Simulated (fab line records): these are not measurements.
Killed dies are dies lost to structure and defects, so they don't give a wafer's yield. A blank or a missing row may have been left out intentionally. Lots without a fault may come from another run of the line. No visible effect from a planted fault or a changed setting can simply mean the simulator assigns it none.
2 desks looking at one fault	flow nandHarc	every desk sees just its own numbers, and what lay behind them comes last

## THE DEFECT DESK
Per lot, the means of the sampled wafers with a number show what the inspections along the route counted. Any lot whose mean is over 4 standard deviations away from the usual mean is out of limits and marked OUT; that distance is given in the brackets.
Columns: A = rawDefectCount at NHARC_A_M1_INSPECT_11, usual 91
lot	first seen here	A
L120	day 23 12:37	99
L119	day 23 16:44	59
L121	day 24 04:07	170
L122	day 24 10:55	59
L127	day 26 09:26	135
L130	day 28 05:32	23
L134	day 29 18:29	25
L136	day 30 17:09	100
L135	day 30 18:53	85
L139	day 31 16:43	83
L140	day 32 08:07	143
L141	day 33 07:40	143
This desk's finding: nothing out of limits on any of the 12 lots.

## TOOL OWNER'S DESK, pecvd-01
The tool's own readings at NHARC_A_M0_DEP_32 (deposits SiCN, target thk 30 nm): means of the sampled wafers that have a number, for each lot that ran on this tool. Any lot whose mean is over 4 standard deviations away from the usual mean is out of limits and marked OUT; that distance is given in the brackets.
Columns: A = heaterPowerW at NHARC_A_M0_DEP_32, usual 572 W
lot	first seen here	A
L120	day 23 11:27	556
L119	day 23 15:23	562
L121	day 24 02:50	562
L130	day 28 04:10	583
L135	day 30 17:31	612
L139	day 31 15:27	563
This desk's finding: nothing out of limits on any of the 6 lots.

## TAKEN TOGETHER
Nothing out of limits was seen by the defect desk.
The tool owner's desk saw nothing out of limits.

## WHAT WAS PUT IN BY THE SIMULATOR
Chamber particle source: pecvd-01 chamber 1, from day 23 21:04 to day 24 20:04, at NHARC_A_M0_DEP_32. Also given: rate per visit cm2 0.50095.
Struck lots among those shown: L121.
